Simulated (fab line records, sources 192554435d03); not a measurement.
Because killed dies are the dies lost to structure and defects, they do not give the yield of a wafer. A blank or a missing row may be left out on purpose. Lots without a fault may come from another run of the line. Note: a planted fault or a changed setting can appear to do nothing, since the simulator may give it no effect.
fab line records | flow n5-finfet | part 1 of 2: steps 1 to 4 of 6
[record] lots = 22 | wafers = 66 | last-day = 18
route steps=1938 shown FIN_SAQP@148 FIN_CUT@167 STI_FIN_REVEAL@184 DUMMY_GATE@244 SD_EPI_N@279
lots untouched by any fault: they come from a run of this same line in which no faults occurred
start-h: hours from the record's opening day to when the first of the lot's shown wafers began | wait-h: hours since the lot's step before | " repeats the value in the row above | L1.1+2: a row that stands for several wafers | - no value, or no start given | * or withheld: withheld | < > ~ a bound
route shown NAME@n: NAME is a module with steps in the file, n the number in the route of the first one | usual: mean and standard deviation over wafers with no fault | same: alike in all rows | chamber/n: place in a boat | sites: the reading at each site | _std_site: standard deviation across them | _edge_site: inner sites' mean taken away from outer sites' mean | radius-mm: for every site, how far away it sits from the centre of the wafer | mask NAME#n: copy n | behind: the last tool/chamber to shape the wafer | hold: the reason the lot was held/the length of the hold in hours/how it ended | device: the transistor (n, p or np) that didn't switch | end of line: at the end of the route, the tests of the same wafers | where a step has no rows: the recipe by itself | killed: dies lost to structure and defects at the first sort, not the wafer's yield | map: dies across one wafer; x = killed, . = not, _ = none there
set.NAME: the setting the step ran with; set.NAME@STEP: the setting that earlier step ran with | model.NAME: the simulator's own value behind a step, which no gauge read
route steps across a sampled set of lots; one table per step, one row per wafer
services: when a tool's chamber went out of use (start-h, in hours from the record's first day, below 0 if earlier), for how many hours, and the reason
[[steps]]
[step N5_FIN_SAQP_CD_MEAS_37]
[recipe] target-cd-nm = 8 | polarity = line
[usual] cd-nm = 8.16/0.26
lot.wafer | tool      | chamber | start-h | wait-h | cd-nm
L074.2    | cd-sem-01 | -       | 27.18   | 0.1    | 7.47
L074.3    | "         | -       | "       | "      | 8.43
L074.5    | "         | -       | "       | "      | 7.73
L075.1    | cd-sem-03 | -       | 32.30   | 0.1    | 8.45
L075.5    | "         | -       | "       | "      | 8.25
L075.6    | "         | -       | "       | "      | 8.34
L076.1    | cd-sem-03 | -       | 39.16   | 0.1    | 7.87
L076.3    | "         | -       | "       | "      | 7.96
L076.5    | "         | -       | "       | "      | 8.43
L077.2    | cd-sem-02 | -       | 44.31   | 0.1    | 8.66
L077.5    | "         | -       | "       | "      | 8.43
L077.6    | "         | -       | "       | "      | 8.28
L078.3    | cd-sem-03 | -       | 49.99   | 0.1    | 8.31
L078.5    | "         | -       | "       | "      | 8.20
L078.6    | "         | -       | "       | "      | 8.09
L079.2    | cd-sem-01 | -       | 55.75   | 0.1    | 7.95
L079.5    | "         | -       | "       | "      | 8.42
L079.6    | "         | -       | "       | "      | 8.12
L080.2    | cd-sem-01 | -       | 63.40   | 0.1    | 8.33
L080.3    | "         | -       | "       | "      | 7.64
L080.6    | "         | -       | "       | "      | 8.21
L081.1    | cd-sem-02 | -       | 68.76   | 0.1    | 8.12
L081.4    | "         | -       | "       | "      | 7.98
L081.6    | "         | -       | "       | "      | 8.42
L082.1    | cd-sem-03 | -       | 74.87   | 0.1    | 8.71
L082.2    | "         | -       | "       | "      | 8.23
L082.5    | "         | -       | "       | "      | 8.54
L083.2    | cd-sem-01 | -       | 81.15   | 0.1    | 8.10
L083.5    | "         | -       | "       | "      | 8.35
L083.6    | "         | -       | "       | "      | 8.20
L085.2    | cd-sem-01 | -       | 94.58   | 0.1    | 8.50
L085.3    | "         | -       | "       | "      | 8.35
L085.5    | "         | -       | "       | "      | 7.93
L086.1    | cd-sem-02 | -       | 99.70   | 0.1    | 8.16
L086.5    | "         | -       | "       | "      | 8.13
L086.6    | "         | -       | "       | "      | 8.52
L087.2    | cd-sem-02 | -       | 106.33  | 0.1    | 8.25
L087.3    | "         | -       | "       | "      | 8.53
L087.5    | "         | -       | "       | "      | 8.18
L088.1    | cd-sem-02 | -       | 114.47  | 0.1    | 8.08
L088.3    | "         | -       | "       | "      | 8.30
L088.5    | "         | -       | "       | "      | 8.37
L089.1    | cd-sem-01 | -       | 119.81  | 0.1    | 8.16
L089.2    | "         | -       | "       | "      | 8.80
L089.5    | "         | -       | "       | "      | 8.24
L090.1    | cd-sem-01 | -       | 125.47  | 0.1    | 8.07
L090.3    | "         | -       | "       | "      | 8.17
L090.4    | "         | -       | "       | "      | 8.16
L091.1    | cd-sem-03 | -       | 131.36  | 0.1    | 7.95
L091.2    | "         | -       | "       | "      | 7.65
L091.5    | "         | -       | "       | "      | 8.23
L092.1    | cd-sem-03 | -       | 138.30  | 0.1    | 8.26
L092.2    | "         | -       | "       | "      | 8.26
L092.3    | "         | -       | "       | "      | 8.25
L093.1    | cd-sem-01 | -       | 141.18  | 0.1    | 7.80
L093.4    | "         | -       | "       | "      | 7.74
L093.5    | "         | -       | "       | "      | 7.98
L094.2    | cd-sem-03 | -       | 148.48  | 0.1    | 8.43
L094.4    | "         | -       | "       | "      | 8.11
L094.5    | "         | -       | "       | "      | 7.61
L095.2    | cd-sem-02 | -       | 155.23  | 0.1    | 8.19
L095.3    | "         | -       | "       | "      | 8.36
L095.4    | "         | -       | "       | "      | 8.20
L097.1    | cd-sem-03 | -       | 164.65  | 0.1    | 7.84
L097.5    | "         | -       | "       | "      | 7.74
L097.6    | "         | -       | "       | "      | 7.69
[step N5_FIN_CUT_ETCH_30]
[recipe] chemistry = N2/H2 | target = underlayer | target-depth-a = 130 | mask-material = CAR-EUV | time-s = 10.4 | ion-energy-ev = 200 | pressure-mtorr = 30 | source-w = 840 | bias-w = 150 | n2-flow-sccm = 200 | h2-flow-sccm = 200 | ends = cleared
[usual] drypump-motor-current-A = 5.5/0.41 | etch-rf-on-time-s = 10.44/0.3 | oes-product-au = 0.65/0.053 | rf-vpp-V = 524.1/1.9 | showerhead-plenum-p-Torr = 2.55/0.06 | throttle-valve-pct = 17.89/0.14
lot.wafer | tool        | chamber | start-h | wait-h | drypump-motor-current-A | etch-rf-on-time-s | oes-product-au | rf-hours-counter-h | rf-vpp-V | showerhead-plenum-p-Torr | throttle-valve-pct
L074.2    | rie-diel-04 | 0       | 27.89   | 0.0    | 6.2                     | 10.10             | 0.67           | 148                | 524.3    | 2.55                     | 17.97
L074.3    | "           | 3       | "       | "      | 4.9                     | 10.63             | 0.60           | 198                | 521.6    | 2.50                     | 17.82
L074.5    | "           | 1       | "       | "      | 5.5                     | 10.65             | 0.70           | -                  | 523.9    | 2.57                     | 18.05
L075.1    | rie-diel-05 | 2       | 33.20   | 0.0    | 5.3                     | 10.72             | 0.65           | 133                | 522.8    | 2.54                     | 17.65
L075.5    | "           | 0       | "       | "      | 5.8                     | 10.31             | 0.66           | -                  | 526.1    | 2.64                     | 17.84
L075.6    | "           | 1       | "       | "      | 5.6                     | 11.17             | 0.62           | -                  | 525.7    | 2.56                     | 17.95
L076.1    | rie-diel-03 | 0       | 39.80   | 0.0    | 5.5                     | 10.42             | 0.80           | 12                 | 520.2    | 2.50                     | 17.77
L076.3    | "           | 1       | "       | "      | 5.1                     | 10.30             | 0.69           | 110                | 524.6    | 2.54                     | 17.73
L076.5    | "           | 3       | "       | "      | 5.6                     | 10.02             | 0.69           | -                  | 527.2    | 2.66                     | 18.00
L077.2    | rie-diel-05 | 3       | 45.02   | 0.0    | 5.8                     | 10.39             | 0.68           | 122                | 524.2    | 2.56                     | 18.05
L077.5    | "           | 1       | "       | "      | 5.6                     | 11.14             | 0.61           | -                  | 524.9    | 2.56                     | 17.95
L077.6    | "           | 2       | "       | "      | 5.3                     | 10.59             | 0.65           | -                  | 523.1    | 2.54                     | 17.67
L078.3    | rie-diel-03 | 3       | 50.71   | 0.0    | 5.6                     | 10.08             | 0.68           | 120                | 527.8    | 2.66                     | 17.99
L078.5    | "           | 0       | "       | "      | 5.5                     | 10.37             | 0.81           | -                  | 521.8    | 2.50                     | 17.78
L078.6    | "           | 1       | "       | "      | 5.1                     | 10.25             | 0.68           | -                  | 524.6    | 2.54                     | 17.75
L079.2    | rie-diel-04 | 3       | 56.67   | 0.0    | 5.0                     | 10.43             | 0.59           | 207                | 524.2    | 2.49                     | 17.82
L079.5    | "           | 0       | "       | "      | 6.2                     | 10.09             | 0.66           | -                  | 523.3    | 2.55                     | 18.00
L079.6    | "           | 1       | "       | "      | 5.5                     | 10.65             | 0.69           | -                  | 525.0    | 2.56                     | 18.06
L080.2    | rie-diel-04 | 0       | 64.15   | 0.0    | 6.2                     | 9.97              | 0.65           | 159                | 524.0    | 2.55                     | 17.99
L080.3    | "           | 2       | "       | "      | 6.5                     | 10.14             | 0.60           | 206                | 521.2    | 2.42                     | 17.96
L080.6    | "           | 0       | "       | "      | 6.2                     | 10.07             | 0.65           | -                  | 522.4    | 2.55                     | 17.98
L081.1    | rie-diel-05 | 2       | 69.69   | 0.0    | 5.3                     | 10.50             | 0.65           | 142                | 525.1    | 2.54                     | 17.68
L081.4    | "           | 0       | "       | "      | 5.8                     | 10.32             | 0.64           | 156                | 525.6    | 2.64                     | 17.84
L081.6    | "           | 2       | "       | "      | 5.3                     | 10.52             | 0.64           | -                  | 522.0    | 2.54                     | 17.68
L082.1    | rie-diel-05 | 3       | 75.61   | 0.0    | 5.8                     | 10.32             | 0.67           | 129                | 523.2    | 2.56                     | 18.07
L082.2    | "           | 2       | "       | "      | 5.3                     | 10.59             | 0.64           | 143                | 523.4    | 2.54                     | 17.68
L082.5    | "           | 3       | "       | "      | 5.9                     | 10.40             | 0.67           | -                  | 524.7    | 2.56                     | 18.05
L083.2    | rie-diel-04 | 0       | 81.74   | 0.0    | 6.2                     | 10.15             | 0.65           | 165                | 524.4    | 2.55                     | 18.00
L083.5    | "           | 3       | "       | "      | 5.0                     | 10.50             | 0.59           | -                  | 521.9    | 2.49                     | 17.85
L083.6    | "           | 0       | "       | "      | 6.2                     | 10.11             | 0.65           | -                  | 524.2    | 2.55                     | 18.00
L085.2    | rie-diel-03 | 2       | 95.23   | 0.0    | 5.1                     | 10.44             | 0.58           | 222                | 526.5    | 2.61                     | 17.69
L085.3    | "           | 0       | "       | "      | 5.4                     | 10.33             | 0.77           | 29                 | 521.2    | 2.49                     | 17.79
L085.5    | "           | 0       | "       | "      | 5.5                     | 10.29             | 0.77           | -                  | 523.4    | 2.49                     | 17.79
L086.1    | rie-diel-04 | 2       | 100.63  | 0.0    | 6.5                     | 10.26             | 0.60           | 217                | 519.4    | 2.42                     | 18.01
L086.5    | "           | 1       | "       | "      | 5.6                     | 10.72             | 0.67           | -                  | 525.4    | 2.56                     | 18.08
L086.6    | "           | 0       | "       | "      | 6.1                     | 10.17             | 0.64           | -                  | 524.1    | 2.54                     | 18.02
L087.2    | rie-diel-05 | 2       | 110.75  | 0.0    | 5.3                     | 10.66             | 0.63           | 154                | 523.9    | 2.53                     | 17.70
L087.3    | "           | 0       | "       | "      | 5.8                     | 10.21             | 0.63           | 167                | 526.3    | 2.63                     | 17.87
L087.5    | "           | 3       | "       | "      | 5.8                     | 10.36             | 0.66           | -                  | 523.8    | 2.56                     | 18.09
L088.1    | rie-diel-05 | 3       | 115.06  | 0.0    | 5.8                     | 10.32             | 0.66           | 141                | 525.6    | 2.55                     | 18.10
L088.3    | "           | 1       | "       | "      | 5.5                     | 11.04             | 0.61           | 169                | 525.1    | 2.55                     | 17.99
L088.5    | "           | 0       | "       | "      | 5.8                     | 10.27             | 0.64           | -                  | 526.8    | 2.63                     | 17.88
L089.1    | rie-diel-03 | 2       | 120.75  | 0.0    | 5.1                     | 10.60             | 0.58           | 228                | 525.9    | 2.60                     | 17.71
L089.2    | "           | 1       | "       | "      | 5.1                     | 10.46             | 0.66           | 132                | 524.4    | 2.53                     | 17.80
L089.5    | "           | 1       | "       | "      | 5.1                     | 10.58             | 0.66           | -                  | 522.6    | 2.53                     | 17.78
L090.1    | rie-diel-05 | 1       | 126.59  | 0.0    | 5.5                     | 11.21             | 0.60           | 174                | 521.7    | 2.55                     | 17.98
L090.3    | "           | 3       | "       | "      | 5.8                     | 10.44             | 0.64           | 146                | 523.2    | 2.55                     | 18.11
L090.4    | "           | 0       | "       | "      | 5.8                     | 10.28             | 0.63           | 174                | 526.1    | 2.63                     | 17.87
L091.1    | rie-diel-03 | 3       | 132.50  | 0.0    | 5.6                     | 9.98              | 0.67           | 146                | 527.3    | 2.65                     | 18.05
L091.2    | "           | 2       | "       | "      | 5.1                     | 10.48             | 0.57           | 234                | 526.6    | 2.60                     | 17.71
L091.5    | "           | 2       | "       | "      | 5.1                     | 10.44             | 0.58           | -                  | 526.0    | 2.60                     | 17.71
L092.1    | rie-diel-03 | 3       | 139.38  | 0.0    | 5.6                     | 10.00             | 0.66           | 148                | 526.4    | 2.65                     | 18.06
L092.2    | "           | 1       | "       | "      | 5.1                     | 10.40             | 0.65           | 141                | 524.9    | 2.53                     | 17.80
L092.3    | "           | 2       | "       | "      | 5.1                     | 10.54             | 0.57           | 237                | 524.9    | 2.60                     | 17.72
L093.1    | rie-diel-04 | 3       | 141.89  | 0.0    | 5.0                     | 10.43             | 0.59           | 227                | 523.1    | 2.49                     | 17.85
L093.4    | "           | 1       | "       | "      | 5.5                     | 10.50             | 0.68           | 103                | 523.6    | 2.55                     | 18.10
L093.5    | "           | 2       | "       | "      | 6.5                     | 10.06             | 0.61           | -                  | 519.6    | 2.41                     | 18.00
L094.2    | rie-diel-03 | 3       | 149.63  | 0.0    | 5.6                     | 10.00             | 0.67           | 151                | 525.7    | 2.64                     | 18.06
L094.4    | "           | 0       | "       | "      | 5.5                     | 10.50             | 0.74           | 48                 | 523.2    | 2.48                     | 17.84
L094.5    | "           | 1       | "       | "      | 5.1                     | 10.27             | 0.66           | -                  | 524.6    | 2.53                     | 17.80
L095.2    | rie-diel-04 | 1       | 155.82  | 0.0    | 5.6                     | 10.64             | 0.67           | 106                | 523.6    | 2.55                     | 18.10
L095.3    | "           | 2       | "       | "      | 6.6                     | 10.20             | 0.59           | 228                | 519.7    | 2.41                     | 18.01
L095.4    | "           | 3       | "       | "      | 5.0                     | 10.69             | 0.58           | 231                | 522.6    | 2.48                     | 17.86
L097.1    | rie-diel-03 | 0       | 165.28  | 0.0    | 5.5                     | 10.54             | 0.73           | 52                 | 521.2    | 2.48                     | 17.84
L097.5    | "           | 3       | "       | "      | 5.6                     | 10.14             | 0.65           | -                  | 527.2    | 2.64                     | 18.05
L097.6    | "           | 0       | "       | "      | 5.5                     | 10.53             | 0.74           | -                  | 522.0    | 2.48                     | 17.84
[step N5_FIN_CUT_CUT_ETCH_15]
[recipe] chemistry = HBr/Cl2/O2 | target = Si | target-depth-a = 1000 | bt-time-s = 10 | mask-material = SOC | time-s = 42.4 | ion-energy-ev = * | bias-w = * | pressure-mtorr = 10 | icp-w = 800 | HBr_flow_sccm = 150 | Cl2_flow_sccm = 80 | O2_flow_sccm = 12
[usual] O2_flow_sccm = 12.00/0.034 | drypump-motor-current-A = 5.7/0.36 | oes_o_777_au = 1.01/0.041 | oes-product-au = 1.008/0.014 | throttle-valve-pct = 37.35/0.25
[same] time-s = 42.4
lot.wafer | tool      | chamber | start-h | wait-h | O2_flow_sccm | drypump-motor-current-A | oes_o_777_au | oes-product-au | rf-hours-counter-h | throttle-valve-pct
L074.2    | rie-si-05 | 1       | 28.49   | 0.1    | 11.95        | 5.9                     | 0.96         | 1.030          | 34                 | 37.18
L074.3    | "         | 0       | "       | "      | 12.00        | 5.6                     | 0.98         | 1.013          | 191                | 37.11
L074.5    | "         | 2       | "       | "      | 11.99        | 6.3                     | 1.02         | 1.016          | -                  | 37.12
L075.1    | rie-si-04 | 1       | 33.79   | 0.1    | 12.03        | 5.7                     | 1.00         | 1.006          | 158                | 37.27
L075.5    | "         | 2       | "       | "      | 12.07        | 5.8                     | 1.07         | 0.982          | -                  | 37.62
L075.6    | "         | 1       | "       | "      | 12.06        | 5.7                     | 0.99         | 1.017          | -                  | 37.24
L076.1    | rie-si-05 | 0       | 40.40   | 0.1    | 12.03        | 5.6                     | 0.98         | 1.018          | 191                | 37.10
L076.3    | "         | 2       | "       | "      | 12.02        | 6.2                     | 1.02         | 1.017          | 31                 | 37.11
L076.5    | "         | 2       | "       | "      | 12.03        | 6.3                     | 1.02         | 1.011          | -                  | 37.12
L077.2    | rie-si-04 | 2       | 45.62   | 0.1    | 12.01        | 5.8                     | 1.07         | 0.983          | 109                | 37.63
L077.5    | "         | 2       | "       | "      | 11.97        | 5.8                     | 1.07         | 0.990          | -                  | 37.61
L077.6    | "         | 3       | "       | "      | 12.01        | 5.4                     | 1.03         | 1.008          | -                  | 37.14
L078.3    | rie-si-05 | 2       | 51.31   | 0.0    | 12.00        | 6.3                     | 1.01         | 1.017          | 32                 | 37.12
L078.5    | "         | 2       | "       | "      | 11.91        | 6.3                     | 1.01         | 1.015          | -                  | 37.13
L078.6    | "         | 1       | "       | "      | 11.99        | 5.9                     | 0.97         | 1.028          | -                  | 37.18
L079.2    | rie-si-01 | 0       | 57.26   | 0.1    | 11.97        | 4.8                     | 1.03         | 0.977          | 103                | 37.51
L079.5    | "         | 0       | "       | "      | 11.99        | 4.8                     | 1.04         | 0.983          | -                  | 37.51
L079.6    | "         | 3       | "       | "      | 11.98        | 5.6                     | 0.90         | 0.988          | -                  | 37.25
L080.2    | rie-si-04 | 3       | 64.98   | 0.1    | 12.00        | 5.4                     | 1.02         | 1.008          | 71                 | 37.11
L080.3    | "         | 2       | "       | "      | 12.00        | 5.7                     | 1.07         | 0.990          | 110                | 37.61
L080.6    | "         | 3       | "       | "      | 11.98        | 5.4                     | 1.01         | 1.005          | -                  | 37.12
L081.1    | rie-si-01 | 3       | 70.29   | 0.1    | 12.01        | 5.6                     | 0.90         | 1.002          | 156                | 37.25
L081.4    | "         | 0       | "       | "      | 11.98        | 4.8                     | 1.04         | 0.985          | 104                | 37.51
L081.6    | "         | 3       | "       | "      | 12.00        | 5.6                     | 0.91         | 0.993          | -                  | 37.24
L082.1    | rie-si-05 | 2       | 76.22   | 0.1    | 11.90        | 6.3                     | 1.02         | 1.018          | 32                 | 37.11
L082.2    | "         | 1       | "       | "      | 12.01        | 5.9                     | 0.96         | 1.026          | 35                 | 37.18
L082.5    | "         | 3       | "       | "      | 11.99        | 5.3                     | 0.98         | 1.001          | -                  | 37.71
L083.2    | rie-si-05 | 1       | 82.34   | 0.1    | 12.02        | 5.9                     | 0.97         | 1.024          | 35                 | 37.18
L083.5    | "         | 1       | "       | "      | 12.00        | 5.9                     | 0.97         | 1.027          | -                  | 37.18
L083.6    | "         | 2       | "       | "      | 12.01        | 6.2                     | 1.01         | 1.018          | -                  | 37.10
L085.2    | rie-si-04 | 2       | 95.82   | 0.1    | 12.02        | 5.8                     | 1.07         | 0.988          | 110                | 37.61
L085.3    | "         | 3       | "       | "      | 12.02        | 5.4                     | 1.02         | 1.007          | 71                 | 37.11
L085.5    | "         | 0       | "       | "      | 11.99        | 5.6                     | 1.06         | 1.015          | -                  | 37.71
L086.1    | rie-si-05 | 1       | 101.23  | 0.1    | 12.00        | 5.9                     | 0.97         | 1.023          | 35                 | 37.18
L086.5    | "         | 2       | "       | "      | 11.99        | 6.2                     | 1.01         | 1.019          | -                  | 37.12
L086.6    | "         | 3       | "       | "      | 11.97        | 5.3                     | 0.99         | 0.993          | -                  | 37.73
L087.2    | rie-si-05 | 0       | 111.35  | 0.1    | 12.02        | 5.6                     | 0.97         | 1.018          | 193                | 37.08
L087.3    | "         | 1       | "       | "      | 12.07        | 5.9                     | 0.97         | 1.025          | 35                 | 37.18
L087.5    | "         | 1       | "       | "      | 12.02        | 5.9                     | 0.96         | 1.030          | -                  | 37.15
L088.1    | rie-si-04 | 3       | 115.65  | 0.1    | 12.00        | 5.4                     | 1.03         | 1.010          | 72                 | 37.13
L088.3    | "         | 2       | "       | "      | 11.99        | 5.7                     | 1.07         | 0.988          | 111                | 37.63
L088.5    | "         | 1       | "       | "      | 11.99        | 5.7                     | 0.99         | 1.006          | -                  | 37.26
L089.1    | rie-si-04 | 2       | 121.52  | 0.1    | 12.06        | 5.8                     | 1.07         | 0.984          | 111                | 37.63
L089.2    | "         | 0       | "       | "      | 11.97        | 5.6                     | 1.06         | 1.023          | 167                | 37.72
L089.5    | "         | 0       | "       | "      | 12.01        | 5.6                     | 1.05         | 1.022          | -                  | 37.73
L090.1    | rie-si-05 | 1       | 127.19  | 0.1    | 11.95        | 6.0                     | 0.97         | 1.027          | 35                 | 37.19
L090.3    | "         | 0       | "       | "      | 11.94        | 5.6                     | 0.97         | 1.006          | 193                | 37.10
L090.4    | "         | 2       | "       | "      | 12.04        | 6.3                     | 1.02         | 1.015          | 33                 | 37.10
L091.1    | rie-si-04 | 0       | 133.10  | 0.1    | 12.01        | 5.7                     | 1.06         | 1.016          | 167                | 37.73
L091.2    | "         | 1       | "       | "      | 11.93        | 5.7                     | 1.00         | 1.005          | 160                | 37.27
L091.5    | "         | 1       | "       | "      | 11.99        | 5.7                     | 1.00         | 1.010          | -                  | 37.26
L092.1    | rie-si-01 | 3       | 139.98  | 0.1    | 12.01        | 5.6                     | 0.91         | 0.984          | 158                | 37.26
L092.2    | "         | 0       | "       | "      | 12.01        | 4.8                     | 1.04         | 0.985          | 105                | 37.51
L092.3    | "         | 1       | "       | "      | 11.96        | 5.9                     | 0.99         | 1.008          | 28                 | 37.15
L093.1    | rie-si-04 | 1       | 142.49  | 0.1    | 11.94        | 5.7                     | 1.00         | 1.013          | 160                | 37.26
L093.4    | "         | 0       | "       | "      | 11.94        | 5.6                     | 1.05         | 1.026          | 168                | 37.73
L093.5    | "         | 3       | "       | "      | 11.98        | 5.4                     | 1.02         | 1.006          | -                  | 37.12
L094.2    | rie-si-05 | 0       | 150.93  | 0.1    | 12.00        | 5.6                     | 0.97         | 1.014          | 193                | 37.10
L094.4    | "         | 3       | "       | "      | 12.04        | 5.3                     | 0.99         | 0.992          | 191                | 37.72
L094.5    | "         | 0       | "       | "      | 12.03        | 5.6                     | 0.98         | 1.015          | -                  | 37.10
L095.2    | rie-si-05 | 2       | 156.42  | 0.1    | 12.00        | 6.3                     | 1.02         | 1.017          | 34                 | 37.13
L095.3    | "         | 3       | "       | "      | 12.00        | 5.3                     | 0.99         | 0.994          | 191                | 37.74
L095.4    | "         | 3       | "       | "      | 11.98        | 5.3                     | 0.98         | 0.990          | -                  | 37.73
L097.1    | rie-si-04 | 0       | 165.88  | 0.1    | 12.05        | 5.7                     | 1.06         | 1.017          | 168                | 37.71
L097.5    | "         | 2       | "       | "      | 11.98        | 5.7                     | 1.07         | 0.986          | -                  | 37.63
L097.6    | "         | 3       | "       | "      | 11.97        | 5.4                     | 1.02         | 1.005          | -                  | 37.12
[step N5_STI_FIN_REVEAL_ALD_14]
[recipe] material = Si3N4 | target-thk-a = 30 | temp-c = 400 | ald-precursor-family = SiH2I2 | ald-co-reactant = N2/H2-plasma | pressure-torr = 2
[usual] heater-power-w = 826/48
lot.wafer | tool       | chamber | start-h | wait-h | heater-power-w
L074.2    | ald-sin-02 | 2       | 28.93   | 0.0    | 756
L074.3    | "          | 3       | "       | "      | 811
L074.5    | "          | 0       | "       | "      | 911
L075.1    | ald-sin-03 | 0       | 34.34   | 0.0    | 825
L075.5    | "          | 1       | "       | "      | 841
L075.6    | "          | 2       | "       | "      | 831
L076.1    | ald-sin-04 | 1       | 40.91   | 0.0    | 832
L076.3    | "          | 0       | "       | "      | 813
L076.5    | "          | 2       | "       | "      | 828
L077.2    | ald-sin-02 | 2       | 45.98   | 0.0    | 769
L077.5    | "          | 1       | "       | "      | 810
L077.6    | "          | 2       | "       | "      | 761
L078.3    | ald-sin-04 | 3       | 51.67   | 0.0    | 796
L078.5    | "          | 3       | "       | "      | 803
L078.6    | "          | 2       | "       | "      | 825
L079.2    | ald-sin-04 | 3       | 57.63   | 0.0    | 778
L079.5    | "          | 0       | "       | "      | 788
L079.6    | "          | 1       | "       | "      | 807
L080.2    | ald-sin-04 | 2       | 65.43   | 0.0    | 830
L080.3    | "          | 3       | "       | "      | 797
L080.6    | "          | 0       | "       | "      | 813
L081.1    | ald-sin-02 | 3       | 70.65   | 0.0    | 827
L081.4    | "          | 0       | "       | "      | 894
L081.6    | "          | 2       | "       | "      | 775
L082.1    | ald-sin-02 | 2       | 76.61   | 0.0    | 760
L082.2    | "          | 1       | "       | "      | 796
L082.5    | "          | 0       | "       | "      | 945
L083.2    | ald-sin-02 | 2       | 82.71   | 0.0    | 763
L083.5    | "          | 3       | "       | "      | 849
L083.6    | "          | 0       | "       | "      | 917
L085.2    | ald-sin-02 | 3       | 96.19   | 0.0    | 804
L085.3    | "          | 0       | "       | "      | 914
L085.5    | "          | 3       | "       | "      | 820
L086.1    | ald-sin-02 | 2       | 101.59  | 0.0    | 781
L086.5    | "          | 2       | "       | "      | 756
L086.6    | "          | 1       | "       | "      | 825
L087.2    | ald-sin-02 | 1       | 113.23  | 0.0    | 835
L087.3    | "          | 3       | "       | "      | 813
L087.5    | "          | 0       | "       | "      | 927
L088.1    | ald-sin-02 | 1       | 116.09  | 0.0    | 806
L088.3    | "          | 0       | "       | "      | 948
L088.5    | "          | 2       | "       | "      | 768
L089.1    | ald-sin-02 | 1       | 121.92  | 0.0    | 821
L089.2    | "          | 2       | "       | "      | 764
L089.5    | "          | 1       | "       | "      | 828
L090.1    | ald-sin-02 | 3       | 128.12  | 0.0    | 809
L090.3    | "          | 1       | "       | "      | 810
L090.4    | "          | 2       | "       | "      | 764
L091.1    | ald-sin-02 | 0       | 133.61  | 0.0    | 929
L091.2    | "          | 1       | "       | "      | 830
L091.5    | "          | 2       | "       | "      | 753
L092.1    | ald-sin-02 | 3       | 140.39  | 0.0    | 832
L092.2    | "          | 1       | "       | "      | 810
L092.3    | "          | 2       | "       | "      | 757
L093.1    | ald-sin-03 | 2       | 143.00  | 0.0    | 828
L093.4    | "          | 3       | "       | "      | 801
L093.5    | "          | 1       | "       | "      | 841
L094.2    | ald-sin-03 | 0       | 151.35  | 0.0    | 854
L094.4    | "          | 1       | "       | "      | 829
L094.5    | "          | 2       | "       | "      | 841
L095.2    | ald-sin-04 | 3       | 157.94  | 0.0    | 810
L095.3    | "          | 2       | "       | "      | 830
L095.4    | "          | 0       | "       | "      | 796
L097.1    | ald-sin-03 | 3       | 166.90  | 0.0    | 800
L097.5    | "          | 0       | "       | "      | 842
L097.6    | "          | 3       | "       | "      | 803
